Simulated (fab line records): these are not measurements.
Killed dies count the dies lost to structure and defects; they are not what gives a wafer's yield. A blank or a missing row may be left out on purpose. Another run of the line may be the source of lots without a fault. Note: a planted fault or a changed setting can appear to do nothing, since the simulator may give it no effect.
What tool caused it? + flow n5_finfet + 10 lots, 28 wafers sampled, at 5 steps of a route of 1938

## WHAT EACH GAUGE READ, for each wafer
N5_BEOL_M4_RC_MEAS_101. Usual: DIBL_N 36.6 mV/V, standard deviation 2.3; DIBL_P 36.3 mV/V, standard deviation 2.8; IOFF_N 0.17 nA/um, standard deviation 0.047; IOFF_P 0.22 nA/um, standard deviation 0.048; ION_N 676 uA/um, standard deviation 14; ION_P 463 uA/um, standard deviation 9.4; SS_N 71.6 mV/dec, standard deviation 0.84; SS_P 73.4 mV/dec, standard deviation 0.85; VT_N 249 mV, standard deviation 3.7; VT_P -249 mV, standard deviation 3.6.
| lot  | measured     | on        | DIBL_N (mV/V)  | DIBL_P (mV/V)  | IOFF_N (nA/um) | IOFF_P (nA/um) | ION_N (uA/um) | ION_P (uA/um) | SS_N (mV/dec)  | SS_P (mV/dec)  | VT_N (mV)   | VT_P (mV)      | flag |
|------|--------------|-----------|----------------|----------------|----------------|----------------|---------------|---------------|----------------|----------------|-------------|----------------|------|
| L613 | day 8 11:25  | prober-01 | 36.9 35.2      | 36.2 33.8      | 0.16 0.14      | 0.22 0.19      | 660 671       | 461 462       | 71.9 71.6      | 73.2 72.3      | 249 254     | -249 -254      |      |
| L615 | day 8 15:29  | prober-01 | 40.4 39.9 40.9 | 40.0 40.6 40.4 | 0.26 0.26 0.29 | 0.29 0.30 0.29 | 687 703 703   | 462 478 477   | 72.7 72.6 72.7 | 74.0 74.3 73.8 | 244 241 242 | -246 -244 -245 |      |
| L625 | day 11 03:41 | prober-01 | 35.0 38.1 40.1 | 34.5 37.2 40.0 | 0.13 0.17 0.22 | 0.19 0.21 0.27 | 654 655 697   | 454 447 473   | 70.9 72.1 72.7 | 73.1 73.7 74.5 | 254 251 247 | -252 -252 -248 |      |
| L626 | day 11 05:46 | prober-02 | 37.5 36.7 34.2 | 38.0 38.0 35.2 | 0.18 0.15 0.12 | 0.22 0.22 0.18 | 675 657 660   | 463 458 461   | 72.5 72.2 70.7 | 73.7 73.2 72.0 | 247 250 252 | -249 -250 -252 |      |
| L628 | day 11 16:18 | prober-01 | 33.3 34.6 34.8 | 32.6 34.2 35.1 | 0.13 0.14 0.16 | 0.16 0.18 0.19 | 682 661 691   | 461 447 467   | 70.5 70.8 71.2 | 72.5 72.3 73.3 | 251 251 248 | -251 -250 -247 |      |
| L629 | day 12 01:37 | prober-02 | 39.0 37.3      | 40.8 36.9      | 0.24 0.20      | 0.32 0.24      | 689 683       | 475 471       | 72.3 72.7      | 74.6 74.1      | 241 247     | -241 -248      |      |
| L632 | day 13 07:01 | prober-02 | 35.8 35.3 33.0 | 32.8 35.1 32.1 | 0.16 0.15 0.12 | 0.16 0.19 0.16 | 665 659 671   | 450 446 462   | 71.0 71.2 71.2 | 72.8 72.9 71.8 | 249 247 252 | -256 -252 -254 |      |
| L633 | day 13 03:17 | prober-02 | 36.4 34.7 36.7 | 35.4 33.0 35.2 | 0.16 0.13 0.16 | 0.19 0.17 0.20 | 668 688 681   | 458 471 469   | 71.6 71.2 71.7 | 72.9 72.6 73.6 | 250 250 252 | -252 -251 -248 |      |
| L634 | day 13 21:49 | prober-01 | 40.5 39.5 38.0 | 41.1 40.5 36.5 | 0.25 0.24 0.18 | 0.29 0.27 0.21 | 671 674 674   | 459 458 455   | 72.9 72.5 72.3 | 75.4 74.9 74.3 | 244 243 248 | -249 -250 -253 |      |
| L635 | day 13 22:28 | prober-02 | 39.1 33.5 38.9 | 40.3 33.6 37.9 | 0.23 0.14 0.22 | 0.30 0.18 0.25 | 704 688 683   | 479 474 468   | 72.8 71.2 72.8 | 74.6 73.0 73.7 | 243 248 246 | -245 -249 -244 |      |

## EACH LOT AND THE TOOL THAT RAN IT (in order: tool; ch and the chambers of the sampled wafers; start)
| lot  | N5_FIN_SAQP_DENSIFY_62          | N5_FIN_SAQP_PECVD_48           | N5_FIN_SAQP_PECVD_06           | N5_FIN_SAQP_EXPOSE_13             |
|------|---------------------------------|--------------------------------|--------------------------------|-----------------------------------|
| L613 | rtp_anneal-02 ch 0, day 2 03:23 | pecvd-02 ch 0,1, day 2 03:46   | pecvd-02 ch 0,1, day 2 03:48   | arfi_scanner-03 ch 0, day 2 04:10 |
| L615 | rtp_anneal-02 ch 0, day 2 14:53 | pecvd-03 ch 1, day 2 15:15     | pecvd-03 ch 1, day 2 15:19     | arfi_scanner-02 ch 0, day 2 15:47 |
| L625 | rtp_anneal-02 ch 0, day 5 04:30 | pecvd-02 ch 0,1, day 5 04:52   | pecvd-02 ch 0,1, day 5 04:54   | arfi_scanner-02 ch 0, day 5 05:14 |
| L626 | rtp_anneal-02 ch 0, day 5 08:04 | pecvd-02 ch 1,2, day 5 08:27   | pecvd-02 ch 1,2, day 5 08:29   | arfi_scanner-02 ch 0, day 5 08:49 |
| L628 | rtp_anneal-01 ch 0, day 5 20:17 | pecvd-01 ch 0,2, day 5 20:40   | pecvd-01 ch 0,2, day 5 20:42   | arfi_scanner-03 ch 0, day 5 21:01 |
| L629 | rtp_anneal-02 ch 0, day 6 03:41 | pecvd-02 ch 0,1, day 6 04:04   | pecvd-02 ch 0,1, day 6 04:07   | arfi_scanner-01 ch 0, day 6 04:34 |
| L632 | rtp_anneal-02 ch 0, day 6 20:19 | pecvd-02 ch 1, day 6 20:41     | pecvd-02 ch 1, day 6 20:45     | arfi_scanner-03 ch 0, day 6 21:14 |
| L633 | rtp_anneal-01 ch 0, day 7 04:31 | pecvd-01 ch 0,1,2, day 7 04:51 | pecvd-01 ch 0,1,2, day 7 04:53 | arfi_scanner-03 ch 0, day 7 05:13 |
| L634 | rtp_anneal-02 ch 0, day 7 09:21 | pecvd-03 ch 0,1,2, day 7 09:44 | pecvd-03 ch 0,1,2, day 7 09:47 | arfi_scanner-01 ch 0, day 7 10:14 |
| L635 | rtp_anneal-02 ch 0, day 7 15:37 | pecvd-01 ch 0,1,2, day 7 15:56 | pecvd-01 ch 0,1,2, day 7 15:59 | arfi_scanner-01 ch 0, day 7 16:18 |
- N5_FIN_SAQP_DENSIFY_62: time 60 s.
- N5_FIN_SAQP_PECVD_48: deposits SiNx from SiH4/NH3/N2, target thk 25 nm, time 22.1 s.
- N5_FIN_SAQP_PECVD_06: deposits a-Si from SiH4/He, target thk 60 nm, time 48.1 s.
- N5_FIN_SAQP_EXPOSE_13: exposes mask FIN CORE, target cd 35.6 nm.

## AS READ BY THE TOOLS THEMSELVES (means over the sampled wafers that have a number; for cases with no such wafer, the mark the record gives instead)
N5_FIN_SAQP_DENSIFY_62. Usual: lamp_power_pct 9.86 %, standard deviation 0.054; lamp_zone_2_pct 9.846 %, standard deviation 0.01; lamp_zone_7_pct 10.265 %, standard deviation 0.011; wafer_temp_C_max 703.4, standard deviation 0.72.
| lot  | tool          | lamp_power_pct (%) | lamp_zone_2_pct (%) | lamp_zone_7_pct (%) | wafer_temp_C_max | flag |
|------|---------------|--------------------|---------------------|---------------------|------------------|------|
| L613 | rtp_anneal-02 | 9.85               | 9.839               | 10.270              | 703.0            |      |
| L615 | rtp_anneal-02 | 9.82               | 9.847               | 10.271              | 702.9            |      |
| L625 | rtp_anneal-02 | 9.88               | 9.856               | 10.254              | 703.6            |      |
| L626 | rtp_anneal-02 | 9.91               | 9.846               | 10.266              | 703.5            |      |
| L628 | rtp_anneal-01 | 9.84               | 9.843               | 10.263              | 703.3            |      |
| L629 | rtp_anneal-02 | 9.89               | 9.841               | 10.253              | 703.6            |      |
| L632 | rtp_anneal-02 | 9.84               | 9.848               | 10.272              | 702.8            |      |
| L633 | rtp_anneal-01 | 9.86               | 9.842               | 10.261              | 703.3            |      |
| L634 | rtp_anneal-02 | 9.83               | 9.852               | 10.257              | 702.9            |      |
| L635 | rtp_anneal-02 | 9.85               | 9.840               | 10.264              | 702.7            |      |

N5_FIN_SAQP_PECVD_48. Usual: heater_power_w 732 W, standard deviation 130; showerhead_plenum_p_Torr 5.13 Torr, standard deviation 0.075; throttle_valve_pct 40.6 %, standard deviation 2.3.
| lot  | tool     | heater_power_w (W) | showerhead_plenum_p_Torr (Torr) | throttle_valve_pct (%) | flag |
|------|----------|--------------------|---------------------------------|------------------------|------|
| L613 | pecvd-02 | 620                | 5.13                            | 40.5                   |      |
| L615 | pecvd-03 | 624                | 5.11                            | 44.9                   |      |
| L625 | pecvd-02 | 646                | 5.14                            | 40.4                   |      |
| L626 | pecvd-02 | 709                | 5.22                            | 42.6                   |      |
| L628 | pecvd-01 | 836                | 5.09                            | 39.9                   |      |
| L629 | pecvd-02 | 673                | 5.14                            | 40.7                   |      |
| L632 | pecvd-02 | 771                | 5.13                            | 42.1                   |      |
| L633 | pecvd-01 | 814                | 5.15                            | 39.6                   |      |
| L634 | pecvd-03 | 738                | 5.08                            | 41.3                   |      |
| L635 | pecvd-01 | 775                | 5.15                            | 39.7                   |      |

N5_FIN_SAQP_PECVD_06. Usual: heater_power_w 806 W, standard deviation 120; showerhead_plenum_p_Torr 5.66 Torr, standard deviation 0.056; throttle_valve_pct 18.5 %, standard deviation 1.
| lot  | tool     | heater_power_w (W) | showerhead_plenum_p_Torr (Torr) | throttle_valve_pct (%) | flag |
|------|----------|--------------------|---------------------------------|------------------------|------|
| L613 | pecvd-02 | 748                | 5.66                            | 18.4                   |      |
| L615 | pecvd-03 | 704                | 5.64                            | 20.2                   |      |
| L625 | pecvd-02 | 762                | 5.65                            | 18.4                   |      |
| L626 | pecvd-02 | 797                | 5.73                            | 19.4                   |      |
| L628 | pecvd-01 | 919                | 5.63                            | 18.2                   |      |
| L629 | pecvd-02 | 740                | 5.67                            | 18.5                   |      |
| L632 | pecvd-02 | 786                | 5.66                            | 19.3                   |      |
| L633 | pecvd-01 | 798                | 5.68                            | 17.9                   |      |
| L634 | pecvd-03 | 811                | 5.61                            | 18.7                   |      |
| L635 | pecvd-01 | 879                | 5.67                            | 18.0                   |      |

N5_FIN_SAQP_EXPOSE_13. Usual: 63.24 for exposure_dose_mJ_cm2, sd 0.064.
| lot  | tool            | exposure_dose_mJ_cm2 | flag |
|------|-----------------|----------------------|------|
| L613 | arfi_scanner-03 | 63.30                |      |
| L615 | arfi_scanner-02 | 63.18                |      |
| L625 | arfi_scanner-02 | 65.44                | OFF  |
| L626 | arfi_scanner-02 | 65.02                | OFF  |
| L628 | arfi_scanner-03 | 63.27                |      |
| L629 | arfi_scanner-01 | 63.30                |      |
| L632 | arfi_scanner-03 | 63.14                |      |
| L633 | arfi_scanner-03 | 63.20                |      |
| L634 | arfi_scanner-01 | 63.30                |      |
| L635 | arfi_scanner-01 | 63.20                |      |

## THE ANSWER, worked out from the rows above alone
Rule: take the mean of a lot's wafers that have a number; if it is more than 3 standard deviations from the usual mean, the lot is off. A lot without any number at a reading at which 4 lots or more have one is off too. Where the step has rows for the other lots, those lots are counted as sound. After the gauges, taken in route order, come the tools' own readings; for these a lot's mean is taken, as printed above. At the first step where some lot is off, the reading lying furthest off is the one used; lots without a number count as furthest.
Off: L625, L626 (N5_FIN_SAQP_EXPOSE_13, exposure_dose_mJ_cm2).
If a tool, at that step or one of the process steps before it, ran each lot that is off and ran no sound lot following the first of them, it fits. One fits: N5_FIN_SAQP_EXPOSE_13 on arfi_scanner-02. Its last sound lot is L615 (day 2 15:47), its first lot that is off L625 (day 5 05:14): a fault that began between those two fits.
The tool's own readings at N5_FIN_SAQP_EXPOSE_13 bear it out: on the lots that are off they differ by more than 5 times the standard deviation of the sound lots' means. exposure_dose_mJ_cm2 reads 65.23 there against 63.24 on the sound lots.

## WHAT THE SIMULATOR HAD PUT IN
Process parameter drift: arfi_scanner-02, from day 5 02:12 on, at N5_FIN_SAQP_EXPOSE_13. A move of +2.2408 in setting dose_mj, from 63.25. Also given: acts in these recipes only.
Struck lots among those shown: L625, L626. This agrees with what the rule above found.
